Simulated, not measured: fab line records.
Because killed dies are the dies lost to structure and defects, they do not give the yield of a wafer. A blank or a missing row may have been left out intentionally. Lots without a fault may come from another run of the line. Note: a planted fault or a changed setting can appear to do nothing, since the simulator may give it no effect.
Chamber matching / flow n5 finfet / N5_BEOL_M3_CO_CAP_55 on cvd co-02: 3 sister chambers
The step material Co, precursor CCTBA/H2, target thk 2 nm, time 102.1 s. 24 wafers are shown with their chamber, then 12 later ones without.

## WAFERS WITH THEIR CHAMBER
wafer=L079.4; chamber=1; heater power w (W)=282
wafer=L079.5; chamber=2; heater power w (W)=229
wafer=L079.6; chamber=0; heater power w (W)=255
wafer=L082.2; chamber=0; heater power w (W)=255
wafer=L082.4; chamber=2; heater power w (W)=231
wafer=L082.5; chamber=1; heater power w (W)=286
wafer=L083.2; chamber=2; heater power w (W)=231
wafer=L083.3; chamber=1; heater power w (W)=283
wafer=L083.6; chamber=1; heater power w (W)=289
wafer=L084.1; chamber=2; heater power w (W)=236
wafer=L084.5; chamber=1; heater power w (W)=289
wafer=L084.6; chamber=0; heater power w (W)=263
wafer=L086.2; chamber=2; heater power w (W)=237
wafer=L086.3; chamber=1; heater power w (W)=282
wafer=L086.5; chamber=0; heater power w (W)=263
wafer=L087.3; chamber=2; heater power w (W)=236
wafer=L087.5; chamber=2; heater power w (W)=233
wafer=L087.6; chamber=1; heater power w (W)=283
wafer=L088.1; chamber=1; heater power w (W)=285
wafer=L088.2; chamber=2; heater power w (W)=236
wafer=L088.3; chamber=0; heater power w (W)=254
wafer=L089.1; chamber=0; heater power w (W)=256
wafer=L089.3; chamber=2; heater power w (W)=233
wafer=L089.6; chamber=1; heater power w (W)=289

SIGNATURES (averages over the wafers above)
reading=heater power w; chamber 0=257.67; chamber 1=285.33; chamber 2=233.56; scatter within a chamber=3.28
Rule: for each reading, subtract the chamber's mean from the wafer's reading, divide by that reading's scatter and square the result; add these up over the readings and take the root, which gives the wafer's distance from the chamber. The wafer belongs to the nearest chamber; if the next one is less than 2 further off, it can't be placed. The scatter: take each reading less its chamber's mean, square it, sum over the shown wafers, divide by the number of wafers less the number of chambers, and take the root.

## WAFERS WITHOUT THEIR CHAMBER
wafer=L090.2; heater power w (W)=228
wafer=L090.3; heater power w (W)=257
wafer=L090.6; heater power w (W)=263
wafer=L092.1; heater power w (W)=280
wafer=L092.3; heater power w (W)=249
wafer=L092.6; heater power w (W)=261
wafer=L095.1; heater power w (W)=298
wafer=L095.2; heater power w (W)=258
wafer=L095.5; heater power w (W)=288
wafer=L097.1; heater power w (W)=235
wafer=L097.2; heater power w (W)=263
wafer=L097.5; heater power w (W)=283

## WHICH CHAMBER EACH ONE RAN IN
wafer=L090.2; from the rows above=2; in truth=2
wafer=L090.3; from the rows above=0; in truth=0
wafer=L090.6; from the rows above=0; in truth=0
wafer=L092.1; from the rows above=1; in truth=1
wafer=L092.3; from the rows above=0; in truth=0
wafer=L092.6; from the rows above=0; in truth=0
wafer=L095.1; from the rows above=1; in truth=1
wafer=L095.2; from the rows above=0; in truth=0
wafer=L095.5; from the rows above=1; in truth=1
wafer=L097.1; from the rows above=2; in truth=2
wafer=L097.2; from the rows above=0; in truth=0
wafer=L097.5; from the rows above=1; in truth=1
Placed correctly: 12 of 12. Not placeable from these rows: 0. 0 placed wrongly.
